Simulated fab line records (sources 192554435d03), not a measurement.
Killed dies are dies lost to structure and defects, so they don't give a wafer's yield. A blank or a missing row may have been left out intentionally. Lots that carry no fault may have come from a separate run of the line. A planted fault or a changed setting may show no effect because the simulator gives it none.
Lot-split experiment ; flow n5 finfet ; on a route of 1938 steps: 7 lots, 21 wafers read

SPLIT DETAILS
At N5_BEOL_M0_SAQP_PECVD_97 (deposits SiNx from SiH4/NH3/N2, target thk 23 nm, time 19.9 s), the setting time s was moved away from the recipe's 19.9 s on 5 of the 21 wafers read, by -12.1% to +14.8%. The other wafers ran this setting at the recipe's value.

FROM THE SPLIT TO THE READING: what the file shows between them, 7 steps
- N5_BEOL_M0_SAQP_PECVD_04: deposits a-Si from SiH4/He, target thk 60 nm, time 60.2 s
- N5_BEOL_M0_SAQP_HM_OPEN_112: chemistry CHF3/O2, target SiO2, stops on a-Si, target depth 12 nm, time 13.5 s
- N5_BEOL_M0_SAQP_STRIP_113: strips in CHF3/O2
- N5_BEOL_M0_SAQP_MANDREL_ETCH_20: etches a-Si in HBr/Cl2, stops on SiNx, target depth 60 nm, bt time 10 s, time 30 s
- N5_BEOL_M0_SAQP_STRIP_86: strips in N2/H2
- N5_BEOL_M0_SAQP_STRIP_115: strips in post etch residue remover, time 60 s
- N5_BEOL_M0_SAQP_SRD_93: time 30 s

THE READING
SiNx_of_BEOL_M0_SAQP_PECVD_97.thk nm (the simulator's own value, which no gauge read), in nm, at N5_BEOL_M0_SAQP_RECESS_114 (chemistry HF/NH3, target SiO2, target depth 14.4 nm, afs cycles 3, sublimation time 60 s). There is no usual value for it anywhere in the file. Here, 16 wafers ran the recipe; their average is 15.6 nm with a standard deviation of 0.4 nm.

wafer;tool, chamber at the split;time s as run, s;against the recipe;SiNx_of_BEOL_M0_SAQP_PECVD_97.thk nm, nm;against lot-mates on the recipe
L075.3;pecvd-03, 2;17.49;-12.1%;12.4;-3.2
L075.4;pecvd-03, 1;17.49;-12.1%;13;-2.6
L075.6;pecvd-03, 2;19.9;recipe;15.6;-
L076.3;pecvd-02, 2;19.9;recipe;15.4;-
L076.5;pecvd-02, 0;21.19;+6.5%;17;+1.5
L076.6;pecvd-02, 1;19.9;recipe;15.6;-
L077.1;pecvd-03, 1,0;19.9;recipe;15;-
L077.3;pecvd-03, 1,0;19.9;recipe;15;-
L077.2;pecvd-03, 2;18.79;-5.6%;13.8;-1.2
L080.2;pecvd-02, 1,2;19.9;recipe;15.2;-
L080.3;pecvd-02, 2;19.9;recipe;15.2;-
L080.5;pecvd-02, 1,2;19.9;recipe;15.4;-
L081.3;pecvd-02, 1;19.9;recipe;16.2;-
L081.5;pecvd-02, 1;19.9;recipe;15.8;-
L081.6;pecvd-02, 0;19.9;recipe;16.4;-
L083.1;pecvd-03, 1;22.85;+14.8%;18.6;+3.1
L083.3;pecvd-03, 2;19.9;recipe;15.4;-
L083.4;pecvd-03, 2;19.9;recipe;15.6;-
L093.1;pecvd-03, 1;19.9;recipe;15.6;-
L093.4;pecvd-03, 1;19.9;recipe;16;-
L093.5;pecvd-03, 1;19.9;recipe;16;-
If several chambers appear in one row, that row covers several wafers at once and the file leaves open which wafer was in which chamber.

THE FIT
A straight line over all 21 wafers: SiNx_of_BEOL_M0_SAQP_PECVD_97.thk nm changes by +0.227 nm for each +1% of time s; r = +0.95; the points scatter about the line by 0.4 nm.
The same after taking each lot's own level away (the mean of its wafers on the recipe; 21 wafers): +0.226 nm for each +1%; r = +0.99; scatter 0.18 nm.
The reading moves by 3.3 nm for the largest change in time s, on that fit.
From 15.00 to 16.13 nm: that is the span of the lots' own levels, equal to 2.9 times the standard deviation above.
Hence the lot-to-lot level has little effect on the slope; both slopes agree.
Check: +3.51 nm against its lot-mates is what the line predicts for one of the wafers moved furthest among these (+14.8%) when that wafer is left out of the fit. It came out at +3.1 nm against them.

THESE WAFERS: OTHER SPLITS
Before the reading, these wafers also passed through other splits. Each is held against what the fit with the lots' levels taken away leaves over:
other split on the same wafers;wafers away from the commonest value;r with SiNx_of_BEOL_M0_SAQP_PECVD_97.thk nm (lot level and that fit taken away)
N5_MOL_CONTACT_COAG_COAT_02 spin rpm;5;-0.06
N5_MOL_CONTACT_COAG_COAT_76 spin rpm;12;-0.25
N5_MOL_CONTACT_COAG_COAT_78 spin rpm;10;+0.13
N5_BEOL_M0_SAQP_ILD_DEP_01 time s;10;+0.04

THE WHOLE CHAIN: every reading that the file lists as answering this split, in the file's order
step;what it does;reading;change (the file's fit);r (the file's)
N5_BEOL_M0_SAQP_PECVD_97;deposits SiNx from SiH4/NH3/N2, target thk 23 nm, time 19.9 s;SiNx_of_BEOL_M0_SAQP_PECVD_97.thk nm (the simulator's own value, which no gauge read);+0.237 nm for each +1% of the setting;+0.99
N5_BEOL_M0_SAQP_MANDREL_ETCH_20;etches a-Si in HBr/Cl2, stops on SiNx, target depth 60 nm, bt time 10 s, time 30 s;SiNx_of_BEOL_M0_SAQP_PECVD_97.thk nm (the simulator's own value, which no gauge read);+0.225 nm for each +1% of the setting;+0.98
N5_BEOL_M0_SAQP_RECESS_114;chemistry HF/NH3, target SiO2, target depth 14.4 nm, afs cycles 3, sublimation time 60 s;SiNx_of_BEOL_M0_SAQP_PECVD_97.thk nm (the simulator's own value, which no gauge read);+0.222 nm for each +1% of the setting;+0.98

THE FILE'S OWN FIT
SiNx_of_BEOL_M0_SAQP_PECVD_97.thk nm changes by +0.222 nm for each +1% of time s, r = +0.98.
